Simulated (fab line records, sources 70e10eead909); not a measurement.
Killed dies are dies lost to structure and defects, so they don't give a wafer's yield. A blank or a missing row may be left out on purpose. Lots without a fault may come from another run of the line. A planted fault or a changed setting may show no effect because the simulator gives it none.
Chamber matching | flow nand_harc | NHARC_A_BLC_DESCUM_15 on rie_diel-09: 4 sister chambers
The step chemistry O2, time 3 s. 30 wafers are shown with their chamber, then 12 later ones without.

WAFERS WITH THEIR CHAMBER
wafer  | chamber | drypump_motor_current_A (A) | rf_vpp_V (V) | oes_product_au (a.u.)
L076.2 | 3       | 5.6                         | 57.8         | 1.004
L076.5 | 3       | 5.7                         | 58.5         | 1.000
L076.6 | 2       | 4.6                         | 58.4         | 0.991
L078.1 | 1       | 5.6                         | 57.8         | 0.995
L078.5 | 3       | 5.7                         | 58.1         | 0.997
L078.6 | 2       | 4.6                         | 58.8         | 0.977
L080.2 | 1       | 5.5                         | 57.7         | 0.989
L080.3 | 0       | 4.9                         | 58.9         | 1.001
L080.5 | 3       | 5.7                         | 56.8         | 0.991
L081.2 | 2       | 4.6                         | 58.3         | 0.996
L081.3 | 0       | 4.9                         | 58.4         | 1.007
L081.4 | 1       | 5.5                         | 57.4         | 0.988
L082.1 | 2       | 4.6                         | 58.6         | 0.994
L082.2 | 0       | 5.0                         | 59.2         | 0.998
L082.4 | 1       | 5.5                         | 57.6         | 0.986
L085.2 | 0       | 5.0                         | 58.2         | 1.006
L085.3 | 2       | 4.6                         | 57.5         | 0.992
L085.6 | 1       | 5.5                         | 56.9         | 0.983
L086.1 | 0       | 4.9                         | 59.6         | 1.002
L086.2 | 2       | 4.6                         | 59.2         | 0.985
L086.5 | 0       | 5.0                         | 57.5         | 1.013
L089.2 | 3       | 5.7                         | 56.6         | 0.980
L089.5 | 1       | 5.5                         | 56.6         | 0.976
L089.6 | 0       | 4.9                         | 57.9         | 0.996
L088.2 | 2       | 4.6                         | 60.2         | 0.995
L088.3 | 0       | 4.9                         | 58.0         | 1.010
L088.5 | 0       | 4.9                         | 58.1         | 1.002
L092.1 | 3       | 5.6                         | 57.2         | 0.980
L092.2 | 2       | 4.6                         | 58.2         | 0.993
L092.4 | 0       | 4.9                         | 59.6         | 0.988

SIGNATURES (means of the wafers above)
reading                 | chamber 0 | chamber 1 | chamber 2 | chamber 3 | scatter within a chamber
drypump_motor_current_A | 4.930     | 5.517     | 4.600     | 5.667     | 0.0405
rf_vpp_V                | 58.540    | 57.333    | 58.650    | 57.500    | 0.717
oes_product_au          | 1.00230   | 0.98617   | 0.99038   | 0.99200   | 0.00755
Rule: a wafer's distance from a chamber is the root of the sum, over the readings, of the square of ((its reading less the chamber's mean) divided by the reading's scatter). The wafer belongs to the nearest chamber; if the next one is less than 2 further off, it can't be placed. The scatter: the root of (the sum of the squares of (reading less its chamber's mean) over the shown wafers, divided by (wafers less chambers)).

WAFERS WITHOUT THEIR CHAMBER
wafer  | drypump_motor_current_A (A) | rf_vpp_V (V) | oes_product_au (a.u.)
L095.2 | 5.7                         | 58.1         | 1.002
L095.5 | 4.6                         | 58.5         | 0.997
L095.6 | 5.5                         | 58.7         | 1.000
L094.1 | 5.0                         | 56.9         | 0.994
L094.4 | 4.6                         | 58.8         | 1.000
L094.5 | 4.9                         | 56.3         | 0.999
L096.1 | 5.7                         | 58.1         | 0.989
L096.3 | 5.5                         | 58.5         | 0.995
L096.4 | 4.6                         | 58.4         | 0.984
L097.1 | 5.5                         | 57.0         | 1.006
L097.2 | 4.9                         | 57.9         | 1.003
L097.5 | 5.7                         | 57.5         | 0.989

WHICH CHAMBER EACH WENT THROUGH
wafer  | from the rows above     | in truth
L095.2 | 3                       | 3
L095.5 | 2                       | 2
L095.6 | can't be placed: 1 or 3 | 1
L094.1 | 0                       | 0
L094.4 | 2                       | 2
L094.5 | 0                       | 0
L096.1 | 3                       | 3
L096.3 | 1                       | 1
L096.4 | 2                       | 2
L097.1 | can't be placed: 1 or 3 | 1
L097.2 | 0                       | 0
L097.5 | 3                       | 3
Placed correctly: 10 of 12. Can't be placed from these rows: 2 (the true chamber is among the candidates in 2). Placed wrongly: 0.
